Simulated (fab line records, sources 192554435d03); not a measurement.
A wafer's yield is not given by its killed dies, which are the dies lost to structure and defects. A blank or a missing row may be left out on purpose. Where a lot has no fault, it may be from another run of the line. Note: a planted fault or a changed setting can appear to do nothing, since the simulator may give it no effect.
fab line records	flow n5Finfet
record lots=10	wafers=30	lastDay=18
route steps=1938 shown BEOL_M4@1086 PASSIVATION@1936
lots that met no fault: from a run of the same line without faults
startH: the number of hours between the record's first day and the start of the first shown wafer of the lot	waitH: how many hours have passed since the lot's step before this one	" unchanged from the row above	L1.1+2: a single row standing in for several wafers	- no value, or no start given	* or withheld: withheld	< > ~ a bound
route shown NAME@n: NAME is a module with steps in the file, n the number in the route of the first one	usual: average and standard deviation across the fault-free wafers	same: alike in all rows	chamber/n: place in a boat	sites: readings site by site	_std_site: standard deviation of those values	_edge_site: outer sites' mean less inner sites'	radiusMm: how far each site lies from the wafer's centre	mask NAME#n: copy n	behind: tool/chamber where the wafer was last shaped	hold: why the lot was held/for how many hours/how that ended	device: names the non-switching transistor (n, p or np)	end of line: at the end of the route, the tests of the same wafers	where a step has no rows: the recipe by itself	killed: count of dies lost to structure and defects at first sort (not the wafer's yield)	map: dies across one wafer; x = killed, . = not, _ = none there
set.NAME: the run value of the setting; set.NAME@STEP: its run value at that earlier step	model.NAME: the simulator's own value behind a step, which no gauge read
a sample of lots followed through the steps of the route, with each step as a table and each wafer as a row
services: the hour from which a tool's chamber was out of use, counted from the record's first day as startH (under 0 if before that day), plus the number of hours and why
## steps
# step N5_BEOL_M4_SPUTTER_79
# recipe material=Cu	targetThkA=45	tempC=-20	chamberPressurePa=0.07	powerW=withheld	timeS=8.29
# usual throttleValvePct=29.6/0.97
# same timeS=8.29
lot.wafer	tool	chamber	startH	waitH	throttleValvePct
L493.2	pvdSputter-02	-	160.97	0.1	29.7
L493.3	"	-	"	"	30.0
L493.5	"	-	"	"	27.8
L497.1	pvdSputter-03	-	184.84	0.1	29.7
L497.3	"	-	"	"	29.5
L497.5	"	-	"	"	32.1
L502.1	pvdSputter-03	-	228.52	0.1	29.4
L502.3	"	-	"	"	29.6
L502.6	"	-	"	"	31.9
L506.3	pvdSputter-03	-	253.54	0.1	31.8
L506.5	"	-	"	"	29.4
L506.6	"	-	"	"	29.7
L504.3	pvdSputter-01	-	256.91	0.1	30.2
L504.4	"	-	"	"	29.8
L504.6	"	-	"	"	28.6
L508.3	pvdSputter-02	-	263.13	0.1	27.8
L508.5	"	-	"	"	28.7
L508.6	"	-	"	"	29.9
L511.1	pvdSputter-01	-	282.08	0.1	29.5
L511.2	"	-	"	"	28.7
L511.6	"	-	"	"	30.1
L512.1	pvdSputter-03	-	286.86	0.1	29.4
L512.3	"	-	"	"	32.0
L512.6	"	-	"	"	29.8
L514.1	pvdSputter-03	-	291.22	0.1	29.1
L514.2	"	-	"	"	29.9
L514.5	"	-	"	"	29.7
L515.1	pvdSputter-02	-	316.84	0.1	29.9
L515.5	"	-	"	"	27.8
L515.6	"	-	"	"	30.0
# step N5_BEOL_M4_SPUTTER_81
# recipe material=Cu	targetThkA=45	tempC=-20	chamberPressurePa=0.07	powerW=withheld	timeS=8.29
# usual throttleValvePct=29.6/0.96
# same timeS=8.29
lot.wafer	tool	chamber	startH	waitH	throttleValvePct
L493.2	pvdSputter-02	-	161.19	0.1	30.0
L493.3	"	-	"	"	29.8
L493.5	"	-	"	"	27.8
L497.1	pvdSputter-03	-	185.06	0.1	29.9
L497.3	"	-	"	"	29.3
L497.5	"	-	"	"	31.8
L502.1	pvdSputter-03	-	228.74	0.1	29.6
L502.3	"	-	"	"	29.4
L502.6	"	-	"	"	32.1
L506.3	pvdSputter-03	-	253.76	0.1	32.0
L506.5	"	-	"	"	29.6
L506.6	"	-	"	"	29.5
L504.3	pvdSputter-01	-	257.13	0.1	30.0
L504.4	"	-	"	"	30.1
L504.6	"	-	"	"	28.6
L508.3	pvdSputter-02	-	263.57	0.1	27.9
L508.5	"	-	"	"	28.7
L508.6	"	-	"	"	29.7
L511.1	pvdSputter-01	-	282.30	0.1	29.4
L511.2	"	-	"	"	28.5
L511.6	"	-	"	"	30.5
L512.1	pvdSputter-03	-	287.08	0.1	29.4
L512.3	"	-	"	"	31.9
L512.6	"	-	"	"	30.1
L514.1	pvdSputter-03	-	291.44	0.1	29.3
L514.2	"	-	"	"	30.0
L514.5	"	-	"	"	29.7
L515.1	pvdSputter-02	-	317.06	0.1	30.0
L515.5	"	-	"	"	28.0
L515.6	"	-	"	"	29.9
# step N5_BEOL_M4_ECD_50
# recipe material=Cu	targetThkA=3000
lot.wafer	tool	chamber	startH	waitH
L493.2+3+5	ecdCu-02	0,0,1	162.63	0.1
L497.1+3+5	ecdCu-01	1,0,0	186.50	0.1
L502.1+3+6	ecdCu-02	1	230.18	0.1
L506.3+5+6	ecdCu-01	1,0,1	255.21	0.1
L504.3+4+6	ecdCu-02	0,1,1	258.59	0.1
L508.3+5+6	ecdCu-01	1,0,1	266.43	0.1
L511.1+2+6	ecdCu-02	1,0,1	283.74	0.1
L512.1+3+6	ecdCu-01	1	288.51	0.1
L514.1+2+5	ecdCu-01	0,1,0	292.87	0.1
L515.1+5+6	ecdCu-01	0,1,0	318.49	0.1
# step N5_BEOL_M4_CMP_52
# recipe stopOn=SiOC	tOverpolishS=6.8	downForcePsi=1	platenRpm=50	clearingPlatenDownForcePsi=1.5	clearingPlatenRpm=50	postCmpClean=cuAlkaline	targetThkNm=40	clearingPlatenPadVelocityMS=0.99484	padVelocityMS=0.99484
# usual motorCurrentA=6.0/0.59	retainingRingPressureFrac=1.001/0.005	timeToEndpointS=62.2/2.6
lot.wafer	tool	chamber	startH	waitH	motorCurrentA	retainingRingPressureFrac	timeToEndpointS
L493.3	cmp-02	3	163.28	0.4	6.2	1.001	68.7
L493.2	"	1	"	"	6.2	1.001	69.2
L493.5	"	2	"	"	5.1	1.006	64.6
L497.3	cmp-02	2	186.96	0.2	5.0	1.004	60.6
L497.1	"	3	"	"	6.5	1.000	62.4
L497.5	"	1	"	"	6.4	1.000	62.1
L502.3	cmp-02	1	230.65	0.3	6.2	1.004	61.8
L502.1	"	3	"	"	7.0	1.000	60.0
L502.6	"	1	"	"	6.2	0.998	60.7
L506.3	cmp-01	2	255.79	0.3	6.4	1.002	2.7
L506.5	"	3	"	"	6.3	0.986	0.0
L506.6	"	0	"	"	6.7	1.006	0.4
L504.3	cmp-01	1	259.02	0.2	5.6	0.997	0.0
L504.4	"	2	"	"	6.6	1.006	0.9
L504.6	"	0	"	"	6.7	1.008	0.3
L508.3	cmp-01	1	266.78	0.2	6.3	0.998	65.0
L508.5	"	1	"	"	6.2	0.997	63.1
L508.6	"	2	"	"	6.9	1.001	67.2
L511.2	cmp-01	1	284.11	0.2	6.1	0.999	65.0
L511.1	"	0	"	"	6.5	0.997	63.8
L511.6	"	1	"	"	5.8	1.000	66.0
L512.1	cmp-01	2	288.90	0.3	6.9	1.003	67.6
L512.3	"	3	"	"	6.0	1.001	65.5
L512.6	"	3	"	"	6.1	1.003	63.6
L514.2	cmp-01	3	293.25	0.2	6.1	0.992	63.1
L514.1	"	2	"	"	6.7	0.994	63.9
L514.5	"	0	"	"	6.7	1.002	63.7
L515.1	cmp-01	1	318.95	0.3	5.9	0.997	59.5
L515.6	"	3	"	"	6.1	0.996	60.2
L515.5	"	0	"	"	6.3	1.006	59.3
# step N5_BEOL_M4_CO_CAP_55
# recipe material=Co	targetThkA=20	tempC=200	precursor=CCTBA/H2	pressureTorr=30	timeS=102.1
# usual heaterPowerW=231/7.8
# same timeS=102.1
lot.wafer	tool	chamber	startH	waitH	heaterPowerW
L493.2	cvdCo-01	2	163.62	0.0	241
L493.3	"	0	"	"	220
L493.5	"	2	"	"	241
L497.1	cvdCo-01	0	187.28	0.0	222
L497.3	"	0	"	"	218
L497.5	"	0	"	"	225
L502.1	cvdCo-02	0	231.46	0.0	224
L502.3	"	2	"	"	232
L502.6	"	0	"	"	215
L506.3	cvdCo-01	1	256.05	0.0	229
L506.5	"	2	"	"	235
L506.6	"	0	"	"	232
L504.3	cvdCo-01	0	259.32	0.0	218
L504.4	"	0	"	"	226
L504.6	"	2	"	"	236
L508.3	cvdCo-01	2	267.16	0.0	239
L508.5	"	0	"	"	223
L508.6	"	1	"	"	230
L511.1	cvdCo-01	1	284.49	0.0	232
L511.2	"	2	"	"	242
L511.6	"	1	"	"	227
L512.1	cvdCo-02	2	289.27	0.0	238
L512.3	"	1	"	"	242
L512.6	"	1	"	"	242
L514.1	cvdCo-02	0	293.62	0.0	219
L514.2	"	1	"	"	244
L514.5	"	1	"	"	233
L515.1	cvdCo-01	1	319.24	0.0	229
L515.5	"	0	"	"	224
L515.6	"	1	"	"	230
# step N5_BEOL_M4_RC_MEAS_101
# usual DIBL_N=36.1/1.3	DIBL_P=36.1/1.7	IOFF_N=0.154/0.022	IOFF_P=0.201/0.024	ION_N=675/8.9	ION_P=462/5.9	SS_N=71.5/0.49	SS_P=73.3/0.58	VT_N=250.0/2.7	VT_P=-251.3/2.7
lot.wafer	tool	chamber	startH	waitH	DIBL_N[mV/V]	DIBL_P[mV/V]	IOFF_N[nA/um]	IOFF_P[nA/um]	ION_N[uA/um]	ION_P[uA/um]	SS_N[mV/dec]	SS_P[mV/dec]	VT_N[mV]	VT_P[mV]
L493.2	prober-01	0	164.01	0.2	35.6	34.7	0.148	0.194	674	468	71.6	73.1	249.6	-251.0
L493.3	"	0	"	"	35.7	34.9	0.151	0.200	688	470	72.3	73.5	249.3	-249.6
L493.5	"	0	"	"	35.3	34.9	0.147	0.196	678	463	72.2	72.6	247.7	-250.2
L497.1	prober-01	0	187.55	0.0	36.1	37.1	0.179	0.224	685	463	71.1	73.4	247.2	-246.5
L497.3	"	0	"	"	35.2	35.6	0.158	0.199	682	461	71.2	73.2	248.8	-250.6
L497.5	"	0	"	"	34.5	35.4	0.144	0.200	669	465	71.1	73.5	252.7	-250.5
L502.1	prober-02	0	231.69	0.0	35.2	34.1	0.136	0.174	662	452	71.4	72.9	253.5	-250.5
L502.3	"	0	"	"	35.0	35.0	0.151	0.192	672	460	71.7	73.4	252.1	-250.9
L502.6	"	0	"	"	36.8	36.7	0.176	0.218	679	462	71.6	74.1	247.8	-250.6
L508.3	prober-02	0	267.70	0.3	36.6	36.4	0.151	0.210	669	463	71.4	73.1	252.1	-252.0
L508.5	"	0	"	"	36.5	36.1	0.146	0.202	671	459	71.2	73.2	249.7	-251.8
L508.6	"	0	"	"	36.6	36.7	0.154	0.210	680	464	71.6	72.8	247.6	-253.2
L511.1	prober-02	0	284.72	0.0	36.0	36.7	0.141	0.183	668	455	70.9	73.6	250.3	-252.3
L511.2	"	0	"	"	36.6	36.9	0.141	0.189	667	456	71.6	73.5	252.9	-256.0
L511.6	"	0	"	"	34.9	35.4	0.122	0.162	659	453	70.7	72.5	253.9	-256.0
L512.1	prober-01	0	289.51	0.0	35.4	35.5	0.150	0.197	676	465	71.8	72.6	249.4	-252.2
L512.3	"	0	"	"	34.2	33.2	0.120	0.163	666	456	71.3	72.9	252.3	-252.5
L512.6	"	0	"	"	36.5	36.5	0.167	0.208	680	468	72.3	73.0	248.5	-249.7
L514.1	prober-01	0	293.85	0.0	36.3	37.0	0.169	0.199	683	464	71.6	73.0	247.2	-252.2
L514.2	"	0	"	"	36.2	36.7	0.165	0.196	672	453	71.1	73.2	248.2	-250.7
L514.5	"	0	"	"	37.9	38.0	0.194	0.216	690	465	71.3	73.8	245.6	-248.9
L515.1	prober-02	0	319.48	0.0	38.7	39.5	0.196	0.268	696	478	72.4	73.9	244.5	-245.7
L515.5	"	0	"	"	37.4	38.0	0.174	0.247	681	470	72.2	73.6	245.3	-248.8
L515.6	"	0	"	"	36.1	36.4	0.147	0.211	670	464	71.9	73.0	251.1	-247.4
# step N5_PASSIVATION_PROBE_49
# usual defectLimitedYield=90.9/1.3	killed_at_M0_to_M3=35/10	killed_at_M4_up=15/5.7	killedAtContacts=14/6.4	killedAtFrontEnd=40/11	killedAtOther=4/3.1	killedDies=108/16	killedOnRim=14/3.6	killedOpen=71/11	killedShort=34/7.7	sort_bin_5_function=5.4/0.9	sort_bin_6_memory=3.4/0.61	sortNPass=1072/16	sortYieldPct=90.9/1.3
# same grossDies=1180	killedAtBackSide=0	sort_bin_4_leakage[%]=0	sort_bin_8_speed[%]=0
lot.wafer	tool	chamber	startH	waitH	defectLimitedYield[%]	killed_at_M0_to_M3	killed_at_M4_up	killedAtContacts	killedAtFrontEnd	killedAtOther	killedDies	killedOnRim	killedOpen	killedShort	sort_bin_5_function[%]	sort_bin_6_memory[%]	sortNPass	sortYieldPct[%]
L502.1	prober-02	-	337.86	0.0	91.1	63	8	2	30	2	105	12	66	39	6.0	2.5	1075	91.1
L502.3	prober-02	-	337.96	0.1	90.2	29	13	10	63	1	116	8	76	34	5.1	3.8	1064	90.2
L502.6	prober-02	-	338.11	0.3	90.5	51	15	8	36	2	112	14	77	35	5.7	3.3	1068	90.5
L506.3	prober-01	-	364.26	0.1	0	35	1074	13	51	7	1180	152	78	37	95.8	4.0	0	0
L506.5	prober-01	-	364.36	0.2	0	62	1064	11	38	5	1180	152	88	44	95.3	4.2	0	0
L506.6	prober-01	-	364.41	0.3	0	34	1091	8	41	6	1180	152	60	38	96.9	2.9	0	0
L504.3	prober-02	-	370.63	0.1	0	25	1110	10	28	7	1180	152	48	33	97.2	2.0	0	0
L504.4	prober-02	-	370.68	0.2	0	29	1110	5	33	3	1180	152	65	30	96.5	3.1	0	0
L504.6	prober-02	-	370.78	0.3	0	24	1074	21	38	23	1180	152	85	41	95.8	3.9	0	0
L508.3	prober-01	-	375.15	0.1	93.7	28	14	9	20	3	74	5	48	26	3.8	2.3	1106	93.7
L508.5	prober-01	-	375.25	0.2	91.7	43	11	12	28	4	98	10	68	29	4.1	4.0	1082	91.7
L508.6	prober-01	-	375.30	0.3	91.3	34	16	20	32	1	103	10	76	26	5.9	2.7	1077	91.3
# killed by level:class
L502.1 BEOL_M3:geometricParticle:open=19 BEOL_M0_SAQP:geometricParticle:open=14 BEOL_M0_SAQP:geometricParticle:short=9 FIN_SAQP:geometricParticle:short=8 STI_FIN_REVEAL:geometricParticle:open=6 BEOL_M1:geometricParticle:open=5 BEOL_M0:geometricParticle:short=4 BEOL_M2:geometricParticle:open=4
L502.3 STI_FIN_REVEAL:geometricParticle:open=15 FIN_SAQP:geometricParticle:open=11 FIN_SAQP:geometricParticle:short=10 BEOL_M1:geometricParticle:open=10 GATE_CUT:geometricParticle:short=9 MOL_CONTACT_COAG:geometricParticle:open=9 BEOL_M3:geometricParticle:open=7 HKMG_FIN:areaEtch=6
L502.6 STI_FIN_REVEAL:geometricParticle:open=11 BEOL_M0_SAQP:geometricParticle:open=10 FIN_SAQP:geometricParticle:short=9 BEOL_M1:geometricParticle:open=9 FIN_SAQP:geometricParticle:open=8 BEOL_M4:geometricParticle:open=8 BEOL_M2:geometricParticle:open=7 MOL_CONTACT_COAG:geometricParticle:open=7
L506.3 BEOL_M4:areaEcd=1064 FIN_SAQP:geometricParticle:open=17 MOL_CONTACT_COAG:geometricParticle:open=12 FIN_SAQP:geometricParticle:short=11 BEOL_M0_SAQP:geometricParticle:open=9 BEOL_M2:geometricParticle:open=9 BEOL_M0_SAQP:geometricParticle:short=6 STARTING-WAFER:geometricParticle:open=5
L506.5 BEOL_M4:areaEcd=1048 FIN_SAQP:geometricParticle:open=14 BEOL_M0_SAQP:geometricParticle:short=14 BEOL_M0_SAQP:geometricParticle:open=13 BEOL_M3:geometricParticle:open=12 BEOL_M4:geometricParticle:open=11 BEOL_M2:geometricParticle:open=10 MOL_CONTACT_COAG:geometricParticle:open=8
L506.6 BEOL_M4:areaEcd=1082 BEOL_M3:geometricParticle:open=13 FIN_SAQP:geometricParticle:short=9 BEOL_M0_SAQP:geometricParticle:short=8 FIN_SAQP:geometricParticle:open=6 STI_FIN_REVEAL:geometricParticle:open=6 MOL_CONTACT_COAG:geometricParticle:open=6 DUMMY_GATE:geometricParticle:open=4
L504.3 BEOL_M4:areaEcd=1099 MOL_CONTACT_COAG:geometricParticle:open=9 BEOL_M0_SAQP:geometricParticle:short=7 BEOL_M3:geometricParticle:open=6 FIN_SAQP:geometricParticle:open=5 BEOL_M1:geometricParticle:short=4 BEOL_M4:geometricParticle:open=4 FIN_SAQP:geometricParticle:short=3
L504.4 BEOL_M4:areaEcd=1085 BEOL_M4:geometricParticle:open=8 FIN_SAQP:geometricParticle:open=7 BEOL_M3:geometricParticle:open=7 BEOL_M1:geometricParticle:open=6 BEOL_M4:geometricParticle:short=6 BEOL_M0_SAQP:geometricParticle:open=5 BEOL_M2:geometricParticle:open=5
L504.6 BEOL_M4:areaEcd=1052 MOL_CONTACT_COAG:geometricParticle:open=16 PASS1_CAP:geometricParticle:open=13 BEOL_M4:geometricParticle:open=11 FIN_SAQP:geometricParticle:open=9 PASS1_CAP:geometricParticle:short=8 BEOL_M0_SAQP:geometricParticle:short=7 STI_FIN_REVEAL:geometricParticle:open=6
L508.3 BEOL_M2:geometricParticle:open=9 MOL_CONTACT_COAG:geometricParticle:open=8 BEOL_M1:geometricParticle:open=5 STI_FIN_REVEAL:geometricParticle:open=4 BEOL_M0_SAQP:geometricParticle:open=4 BEOL_M3:geometricParticle:open=4 STARTING-WAFER:geometricParticle:short=4 FIN_SAQP:geometricParticle:short=3
L508.5 MOL_CONTACT_COAG:geometricParticle:open=11 BEOL_M1:geometricParticle:open=9 BEOL_M2:geometricParticle:open=9 BEOL_M3:geometricParticle:open=8 STI_FIN_REVEAL:geometricParticle:open=7 BEOL_M0_SAQP:geometricParticle:short=6 DUMMY_GATE:geometricParticle:open=5 BEOL_M0_SAQP:geometricParticle:open=5
L508.6 MOL_CONTACT_COAG:geometricParticle:open=15 STI_FIN_REVEAL:geometricParticle:open=10 BEOL_M4:geometricParticle:open=9 BEOL_M1:geometricParticle:open=7 BEOL_M2:geometricParticle:open=7 BEOL_M3:geometricParticle:open=7 FIN_SAQP:geometricParticle:short=6 FIN_SAQP:geometricParticle:open=5
## services
tool	chamber	startH	hours	kind
ecdCu-02	-	140.71	0.5	repair
cvdCo-02	-	144.26	3.0	repair
cmp-01	-	144.48	7.2	repair
cvdCo-01	-	147.27	6.0	pm
cmp-02	-	152.35	3.2	pm
cvdCo-01	2	167.15	10.9	repair
cvdCo-01	1	167.27	34.5	repair
cmp-02	-	170.30	4.3	repair
pvdSputter-02	-	174.26	5.0	repair
cvdCo-02	-	178.10	0.3	repair
cmp-01	-	181.22	2.8	repair
cmp-02	-	190.68	1.4	repair
cvdCo-01	-	202.00	3.4	repair
cmp-02	-	209.16	2.0	repair
cmp-01	-	215.29	4.0	pm
ecdCu-02	-	216.81	1.1	repair
cmp-01	-	219.29	-	consumableReplace:conditioner
cmp-01	-	219.29	-	consumableReplace:pad
cmp-01	-	221.98	3.3	repair
cmp-01	-	241.36	0.4	repair
cmp-02	-	241.38	6.9	pm
cmp-01	-	248.38	7.0	repair
cmp-02	-	256.49	35.2	repair
## key
firstSign step=N5_BEOL_M4_CMP_52	reading=timeToEndpointS	direction=down	sigmas=24	usual=*	struck=*
effect step=N5_PASSIVATION_PROBE_49	reading=killed_at_M4_up	direction=up	sigmas=99+	usual=15	struck=1087
moreKillsBornAt N5_BEOL_M4_ECD_50@ecdCu-02=3236	N5_BEOL_M4_ECD_50@ecdCu-01=3194
metAt N5_BEOL_M4_ECD_50
struckLots L504,L506
laterRowsLeftOut L504.3,L504.4,L504.6,L506.3,L506.5,L506.6
notActingAt N5_BEOL_M4_SPUTTER_79,N5_BEOL_M4_SPUTTER_81,N5_BEOL_M4_CO_CAP_55
onsetBetween 230.18 255.21
fault kind=skippedStepWhole	tool=ecdCu-01,ecdCu-02	chamber=-	onsetH=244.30	steps=N5_BEOL_M4_ECD_50	scope=struckLotsOnly
# laterRowsLeftOut: the simulator's readings of these wafers behind a module that went badly wrong aren't trusted and aren't shown, but for the sort
